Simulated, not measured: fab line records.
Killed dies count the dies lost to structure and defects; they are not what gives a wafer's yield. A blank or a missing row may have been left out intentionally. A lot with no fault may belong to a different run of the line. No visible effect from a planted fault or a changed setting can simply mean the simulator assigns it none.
A struck lot beside a sound one / flow n5_finfet / 32 out of 1938 route steps
Sound: wafers L139.1, L139.4, L139.6. Struck: wafer L134.2; the same lot's L134.3 was not struck, so it is left out; see the end for the cause.
At each step with rows: each side's tool, then ch and its chambers, then its first start. Under that, the readings that differ: sound wafers / struck wafers / difference of the means / sigmas: that difference in standard deviations of wafers without a fault.
alike: words and numbers the same on both sides, and readings whose means are apart by under 2 such deviations; not compared: readings that were withheld, readings missing a value for some wafer, numbers with overlapping values and no deviation given by the record, and bounds like >300 which may hide the same value.
A row with sigmas, a row that says differs or no value, or rows on one side alone: a step with any of these is where the two part. Non-overlapping numbers with no deviation appear without sigmas and do not part them. Lack of a reading on every wafer of one side parts them only where that side has two or more wafers.

first, 8 steps without rows for these wafers: N5_ILD0_LINER_00 (material SiNx, target thk 4 nm, pulse time 1 s, purge time 2 s); N5_ILD0_FCVD_FILL_01 (material SiO2 flowable, target thk 200 nm, time 328.3 s); N5_ILD0_CURE_02 (time 1800 s); N5_ILD0_CMP_03 (polishes, stops on SiNx, t overpolish 1.9 s, target thk 197.38 nm); N5_ILD0_CMP_07 (polishes SiO2 flowable, stops on poly-Si, t overpolish 1.18 s, target thk 138.88 nm); N5_ILD0_PRECLEAN_10 (cleans in NF3:NH3, afs cycles 5, time 20 s, sublimation time 60 s); N5_ILD0_ALD_15 (deposits SiNx, target thk 24 nm, pulse time 1 s, ald cycles 480); N5_ILD0_CMP_12 (polishes SiNx, stops on poly-Si, t overpolish 6 s, target thk 17.67 nm).
N5_SDB_HM_DEP_00: deposits SiNx from SiH4/NH3/N2, target thk 40 nm, time 35.3 s.
  sound on pecvd-01 ch 1,2, day 8 11:55; struck on pecvd-03 ch 2, day 7 09:25
reading=model.SiNx_of_SDB_HM_DEP_00.thk_nm (nm); sound=39.8 40.6 40.2; struck=25.4; difference=-14.8; sigmas=
  alike: chamber_pressure_Torr, heater_power_w, showerhead_plenum_p_Torr, throttle_valve_pct
then, 13 steps without rows for these wafers: N5_SDB_COAT_03 (time 60 s, resist thk 100 nm); N5_SDB_COAT_04 (time 60 s, resist thk 18 nm); N5_SDB_COAT_05 (resist thk 90 nm); N5_SDB_EBR_07; N5_SDB_SOFTBAKE_06 (time 60 s); N5_SDB_EXPOSE_08 (exposes mask SDB); N5_SDB_PEB_09 (peb time 60 s); N5_SDB_DEVELOP_10 (develop time 30 s); N5_SDB_DESCUM_16 (chemistry O2, time 7.9 s); N5_SDB_ETCH_17 (etches SiARC in CF4, target depth 23.4 nm, time 39 s); N5_SDB_ETCH_18 (etches SOC in N2/H2, target depth 100 nm, overetch 20 nm, time 150 s); N5_SDB_STRIP_19 (strips in N2/H2); N5_SDB_STRIP_21 (strips in CF4).
N5_SDB_HM_OPEN_20: chemistry CH3F/O2, target SiNx, stops on poly-Si, target depth 24 nm.
  sound on rie_diel-06 ch 1,3, day 8 12:49; struck on rie_diel-05 ch 1, day 7 10:11
reading=throttle_valve_pct (%); sound=16.76 16.74 16.74; struck=16.10; difference=-0.65; sigmas=-2
reading=model.etch.depth_nm (nm); sound=23.86 24.65 24.15; struck=9.429; difference=-14.791; sigmas=
  alike: bias_w, drypump_motor_current_A, mfc_ar_sccm, oes_product_au, rf_vpp_V, showerhead_plenum_p_Torr
  not compared: rf_hours_counter_h
then, 5 steps without rows for these wafers: N5_SDB_STRIP_22 (strips in N2/H2); N5_SDB_PRECLEAN_23 (cleans in dHF, time 30 s); N5_SDB_DUMMY_REMOVE_24 (chemistry TMAH, target poly-Si, stops on SiO2, target depth 142 nm, time 57 s, rinse time 30 s); N5_SDB_ETCH_25 (etches SiO2 in C4F6/O2, target depth 10 nm, time 3.3 s); N5_SDB_CUT_ETCH_26 (etches Si in HBr/Cl2/O2, target depth 129.6 nm, bt time 20 s, time 51.8 s).
N5_SDB_PRECLEAN_38: cleans in dHF, time 10 s.
  sound on wet_bench-02 ch 4,5,6, day 8 13:47; struck on wet_bench-02 ch 2, day 7 10:41
reading=model.SiNx_of_SDB_HM_DEP_00.thk_nm (nm); sound=21 21.8 21.4; struck=8.2; difference=-13.2; sigmas=
then, 1 step without rows for these wafers: N5_SDB_PRECLEAN_39 (cleans in O3/DIW, time 45 s).
-- the record jumps here: 4 days lie between the struck wafers' starts before and after (it left off in module SDB and takes up again in module BEOL_M4, whose first step shown is number 1111 of the route) --
N5_BEOL_M4_RC_MEAS_101:
  sound on prober-01 ch 0, day 12 19:58; struck on prober-01 ch 0, day 11 17:39
  alike: DIBL_N, DIBL_P, IOFF_N, IOFF_P, ION_N, ION_P, SS_N, SS_P, VT_N, VT_P
after that, 1 step had no rows for these wafers: N5_PASSIVATION_PROBE_49.

WHERE THEY PART
At N5_SDB_HM_OPEN_20 and nowhere else, as far as this record goes. Later steps at which nothing parts them and some readings are alike: N5_BEOL_M4_RC_MEAS_101.

WHY: whatever the simulator had introduced
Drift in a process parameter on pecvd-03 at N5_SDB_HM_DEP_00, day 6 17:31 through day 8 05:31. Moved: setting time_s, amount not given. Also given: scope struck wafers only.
